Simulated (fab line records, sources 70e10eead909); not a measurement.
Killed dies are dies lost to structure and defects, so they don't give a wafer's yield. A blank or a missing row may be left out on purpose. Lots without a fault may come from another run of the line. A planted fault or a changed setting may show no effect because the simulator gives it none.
Chamber matching | flow nand_harc | NHARC_A_ZERO_WELL_DESCUM_12 on rie_diel-05: 4 sister chambers
The step chemistry O2, time 3 s. 4 wafers are shown with their chamber, then 7 later ones without.

WAFERS WITH THEIR CHAMBER
wafer  | chamber | drypump_motor_current_A (A)
L082.3 | 1       | 6.4
L086.1 | 0       | 4.7
L090.1 | 3       | 6.4
L090.2 | 2       | 4.7

WAFERS WITHOUT THEIR CHAMBER
wafer  | drypump_motor_current_A (A)
L090.4 | 6.4
L091.2 | 6.4
L091.3 | 4.7
L091.6 | 6.3
L092.1 | 4.7
L092.3 | 4.8
L092.4 | 6.4

WHICH CHAMBER EACH WENT THROUGH
wafer  | from the rows above     | in truth
L090.4 | can't be placed: 1 or 3 | 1
L091.2 | can't be placed: 1 or 3 | 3
L091.3 | can't be placed: 0 or 2 | 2
L091.6 | can't be placed: 1 or 3 | 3
L092.1 | can't be placed: 0 or 2 | 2
L092.3 | can't be placed: 0 or 2 | 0
L092.4 | can't be placed: 1 or 3 | 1
Placed correctly: 0 of 7. Can't be placed from these rows: 7 (the true chamber is among the candidates in 7). Placed wrongly: 0.
How it was worked out, from the rows above alone: a wafer's distance from a chamber is the root of the sum, over the readings, of the square of ((its reading less the chamber's mean) divided by the reading's scatter). The wafer belongs to the nearest chamber; if the next one is less than 2 further off, it can't be placed. A chamber's mean is the mean of its shown wafers. The scatter: with one shown wafer a chamber, the root of the mean of the squares of how far each hidden wafer lies from its nearest shown one.
